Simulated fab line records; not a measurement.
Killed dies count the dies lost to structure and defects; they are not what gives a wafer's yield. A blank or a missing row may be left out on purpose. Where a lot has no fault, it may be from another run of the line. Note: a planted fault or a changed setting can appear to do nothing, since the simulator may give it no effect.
8D (eight disciplines) problem report, filled in by code | flow nand-harc | the parts of the form that need people (team, actions taken, sign-off) are left out

== 1. WHAT IS WRONG ==
Mean of run-length-s at NHARC_A_STAIRCASE_TRIM_196: 226.4 s across 3 wafers in 3 lots; on wafers with no fault it is 232.6 s (standard deviation 0.54). Relative to the usual mean, that is a shift of -12 standard deviations.
The step: chemistry O2, time 211.2 s.
First seen on wafer L609.5, day 20 04:46, on rie-diel-08. At this step, 34 wafers from 12 lots have a number in the record. Rule for "out" (also "out of limits"): further than 4 standard deviations from the usual mean. The other wafers with a number count as sound.

== 2. WHAT IT IS, AND WHAT IT ISN'T ==
question                    | is                     | is not
which readings at this step | run-length-s           | drypump-motor-current-A, oes-product-au, rf-vpp-V, showerhead-plenum-p-Torr, throttle-valve-pct
which lots                  | L609, L613, L614       | L596, L599, L602, L603, L605, L610, L617, L618, L619
which wafers of those lots  | L609.5, L613.5, L614.5 | L609.1, L613.6, L614.3, L614.6
read on which tools         | rie-diel-08            | rie-diel-01, rie-diel-07
when                        | from day 20 04:46      | up to then (16 sound wafers); but 15 sound wafers of L610, L613, L614, L617, L618, L619 came after

== 3. THE SUSPECTS, EACH WITH WHAT RULES IT OUT ==
Counting: any tool at a process step up to the reading remains a suspect provided it ran every lot that is out. Sound lots after the first of them don't rule it out here, since some wafers of a struck lot are sound.
- rie-diel-08 at NHARC_A_STAIRCASE_TRIM_187 (chemistry O2, time 211.2 s): kept. Every lot that is out went through it, the first being L609 (day 20 03:44); the last sound lot it ran before that was L603 (day 18 14:54).
- rie-diel-08 at NHARC_A_STAIRCASE_ETCH_190 (etches the open film in C4F8/O2, target depth 100 nm, time 40.5 s): kept. Every lot that is out went through it, the first being L609 (day 20 04:46); the last sound lot it ran before that was L603 (day 18 15:57). Because NHARC_A_STAIRCASE_ETCH_190 lacks a start for some lots, the hours and order of its lots are taken from NHARC_A_STAIRCASE_TRIM_196.
- rie-diel-08 at NHARC_A_STAIRCASE_TRIM_196 (chemistry O2, time 211.2 s): kept. Every lot that is out went through it, the first being L609 (day 20 04:46); the last sound lot it ran before that was L602 (day 17 07:58). On those wafers its own readings are out: run-length-s.
rie-diel-08 at NHARC_A_STAIRCASE_TRIM_187, rie-diel-08 at NHARC_A_STAIRCASE_ETCH_190 and rie-diel-08 at NHARC_A_STAIRCASE_TRIM_196 are what is left after counting.

== 4. THE CAUSE (what the simulator had put in) ==
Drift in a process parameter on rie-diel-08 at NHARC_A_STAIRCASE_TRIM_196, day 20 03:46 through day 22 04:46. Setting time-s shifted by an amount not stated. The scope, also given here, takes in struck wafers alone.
Counting leaves 3 suspects; this tool is one of them.

== 5. THE EFFECT CHAIN, in route order ==
Each row: a reading whose mean over the struck wafers that have a number lies more than 3 standard deviations from the usual. Only readings for which the record gives a usual standard deviation are gone through. hours: the time from each lot's start at the first step in this table that gives one to its start at this step, as a median over the lots. sigmas: the change in usual standard deviations.
hours | step                       | reading      | usual   | on struck wafers | change | sigmas
0     | NHARC_A_STAIRCASE_TRIM_196 | run-length-s | 232.6 s | 226.4            | -6.2   | -12
Its process steps:
- NHARC_A_STAIRCASE_TRIM_196: chemistry O2, time 211.2 s.
Later steps that measure or inspect, where all struck wafers having a row at the step show a number for every such reading and not one has moved that far: NHARC_END_SORT_01.

== 6. WHAT WOULD HAVE CAUGHT IT SOONER ==
In this record the first reading out of limits was taken at day 20 04:46, 1 hour after the fault began at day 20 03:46.
